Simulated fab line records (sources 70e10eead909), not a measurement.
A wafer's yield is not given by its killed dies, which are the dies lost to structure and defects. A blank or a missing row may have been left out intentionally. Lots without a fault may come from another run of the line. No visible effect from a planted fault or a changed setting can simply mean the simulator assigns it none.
Chamber matching | flow nand-harc | 3 sister chambers for NHARC_THIN_TSV_DEP_47 on pecvd-02
The step deposits SiO2, target thk 200 nm. 14 wafers are shown with their chamber, then 7 later ones without.

== WAFERS, EACH WITH ITS CHAMBER ==
wafer  | chamber | throttle-valve-pct (%)
L747.1 | 0       | 16.6
L747.2 | 1       | 15.4
L747.4 | 0       | 16.4
L746.1 | 2       | 16.1
L746.5 | 1       | 15.5
L746.6 | 0       | 16.8
L751.1 | 1       | 15.9
L751.4 | 0       | 16.5
L751.5 | 2       | 16.3
L750.2 | 2       | 16.2
L750.4 | 0       | 16.5
L750.5 | 1       | 15.6
L754.2 | 0       | 16.4
L754.3 | 1       | 15.9

SIGNATURES (averages over the wafers above)
reading            | chamber 0 | chamber 1 | chamber 2 | scatter within a chamber
throttle-valve-pct | 16.533    | 15.660    | 16.200    | 0.177
Rule: a wafer lies at a distance from a chamber equal to the root of the sum of squares, over the readings, of (its reading less the chamber's mean, divided by the reading's scatter). The wafer belongs to the nearest chamber; if the next one is less than 2 further off, it can't be placed. The scatter: the root of (the sum of the squares of (reading less its chamber's mean) over the shown wafers, divided by (wafers less chambers)).

== WAFERS MISSING THEIR CHAMBER ==
wafer  | throttle-valve-pct (%)
L754.6 | 16.3
L756.1 | 16.2
L756.2 | 16.7
L756.5 | 15.4
L759.1 | 16.8
L759.2 | 15.7
L759.3 | 16.5

== WHICH CHAMBER EACH ONE RAN IN ==
wafer  | from the rows above     | in truth
L754.6 | can't be placed: 2 or 0 | 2
L756.1 | can't be placed: 2 or 0 | 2
L756.2 | can't be placed: 0 or 2 | 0
L756.5 | 1                       | 1
L759.1 | can't be placed: 0 or 2 | 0
L759.2 | 1                       | 1
L759.3 | can't be placed: 0 or 2 | 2
Correct placement for 2 of the 7. From these rows, 5 cannot be placed; in 5 the true chamber is one of the candidates. Placed wrongly: 0.
